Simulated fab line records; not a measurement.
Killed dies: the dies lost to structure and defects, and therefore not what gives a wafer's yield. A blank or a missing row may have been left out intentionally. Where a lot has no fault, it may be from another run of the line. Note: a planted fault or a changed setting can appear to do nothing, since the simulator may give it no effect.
2 desks looking at one fault | flow n5Finfet | what lay behind the numbers comes last; until then each desk has only its own

THE METROLOGY DESK
Means of the sampled wafers that have a number, per lot and without regard to the tool the lot ran on: this is what the gauges read. The brackets show how far a lot's mean lies from the usual mean; more than 4 standard deviations puts the lot out of limits, marked OUT. Shown here are 7 of its 11 readings, the ones lying furthest out on some lot.
Columns: A = DIBL_P at N5_BEOL_M4_RC_MEAS_101, usual 37.2 mV/V; B = IOFF_N at N5_BEOL_M4_RC_MEAS_101, usual 0.17 nA/um; C = ION_N at N5_BEOL_M4_RC_MEAS_101, usual 680 uA/um; D = SS_N at N5_BEOL_M4_RC_MEAS_101, usual 71.7 mV/dec; E = SS_P at N5_BEOL_M4_RC_MEAS_101, usual 73.6 mV/dec; F = VT_N at N5_BEOL_M4_RC_MEAS_101, usual 248.9 mV; G = VT_P at N5_BEOL_M4_RC_MEAS_101, usual -251 mV
lot  | first seen here | A    | B    | C   | D    | E    | F     | G
L873 | day 6 00:29     | 35.9 | 0.16 | 683 | 72.4 | 73.5 | 249.1 | -251
L878 | day 6 23:35     | 37.9 | 0.16 | 665 | 71.5 | 74.1 | 251.2 | -254
L879 | day 7 10:51     | 37.4 | 0.18 | 675 | 71.5 | 73.2 | 248.6 | -250
L881 | day 8 03:28     | 35.2 | 0.13 | 681 | 70.6 | 73.0 | 253.7 | -253
L890 | day 10 03:09    | 37.2 | 0.16 | 672 | 72.0 | 73.3 | 249.6 | -250
L891 | day 10 11:44    | 35.4 | 0.17 | 680 | 71.6 | 73.1 | 247.4 | -246
This desk found nothing out of limits on any of the 6 lots.

THE TOOL OWNER'S DESK: aldSin-01
The tool's own readings at N5_GATE_CUT_ALD_22 (deposits SiNx, target thk 16 nm, pulse time 1 s, ald cycles 320): means of the sampled wafers that have a number, for each lot that ran on this tool. The brackets show how far a lot's mean lies from the usual mean; more than 4 standard deviations puts the lot out of limits, marked OUT.
Columns: A = heaterPowerW at N5_GATE_CUT_ALD_22, usual 849 W; B = precursorPulseHeightRel at N5_GATE_CUT_ALD_22, usual 1.000
lot  | first seen here | A   | B
L878 | day 6 21:47     | 859 | 0.988
L879 | day 7 09:04     | 823 | 1.005
L881 | day 8 01:41     | 848 | 0.994
This desk found nothing out of limits on any of the 3 lots.

ALL TOGETHER
Metrology desk: nothing out of limits seen.
Nothing out of limits was seen by the tool owner's desk.

WHAT HAD BEEN PUT IN BY THE SIMULATOR
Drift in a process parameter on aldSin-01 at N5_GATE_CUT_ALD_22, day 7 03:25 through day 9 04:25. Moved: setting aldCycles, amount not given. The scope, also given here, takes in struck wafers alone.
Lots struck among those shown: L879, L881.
